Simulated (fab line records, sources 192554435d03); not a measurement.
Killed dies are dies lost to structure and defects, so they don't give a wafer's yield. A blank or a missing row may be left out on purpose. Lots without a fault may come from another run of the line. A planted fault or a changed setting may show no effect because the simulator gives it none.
Chamber matching | flow n5_finfet | N5_BEOL_M2_ILD_DEP_00 on pecvd-01: 3 sister chambers
The step deposits SiOC from DEMS/O2, target thk 79 nm, time 15.3 s. 6 wafers are shown with their chamber, then 8 later ones without.

WAFERS WITH THEIR CHAMBER
wafer  | chamber | heater_power_w (W) | throttle_valve_pct (%)
L079.3 | 1       | 427                | 11.6
L080.6 | 0       | 506                | 12.6
L086.1 | 1       | 399                | 11.9
L086.4 | 2       | 625                | 12.1
L086.6 | 0       | 471                | 12.5
L093.1 | 2       | 659                | 12.0

WAFERS WITHOUT THEIR CHAMBER
wafer  | heater_power_w (W) | throttle_valve_pct (%)
L093.3 | 446                | 12.6
L093.5 | 640                | 12.1
L095.1 | 435                | 12.5
L095.2 | 613                | 12.1
L095.4 | 438                | 12.6
L097.4 | 543                | 12.3
L097.5 | 417                | 12.4
L097.6 | 375                | 11.9

WHICH CHAMBER EACH WENT THROUGH
wafer  | from the rows above     | in truth
L093.3 | 0                       | 0
L093.5 | 2                       | 2
L095.1 | 0                       | 0
L095.2 | 2                       | 2
L095.4 | 0                       | 0
L097.4 | can't be placed: 0 or 2 | 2
L097.5 | can't be placed: 0 or 1 | 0
L097.6 | 1                       | 1
Placed correctly: 6 of 8. Can't be placed from these rows: 2 (the true chamber is among the candidates in 2). Placed wrongly: 0.
How it was worked out, from the rows above alone: a wafer's distance from a chamber is the root of the sum, over the readings, of the square of ((its reading less the chamber's mean) divided by the reading's scatter). The wafer belongs to the nearest chamber; if the next one is less than 2 further off, it can't be placed. A chamber's mean is the mean of its shown wafers. The scatter: the root of (the sum of the squares of (reading less its chamber's mean) over the shown wafers, divided by (wafers less chambers)).
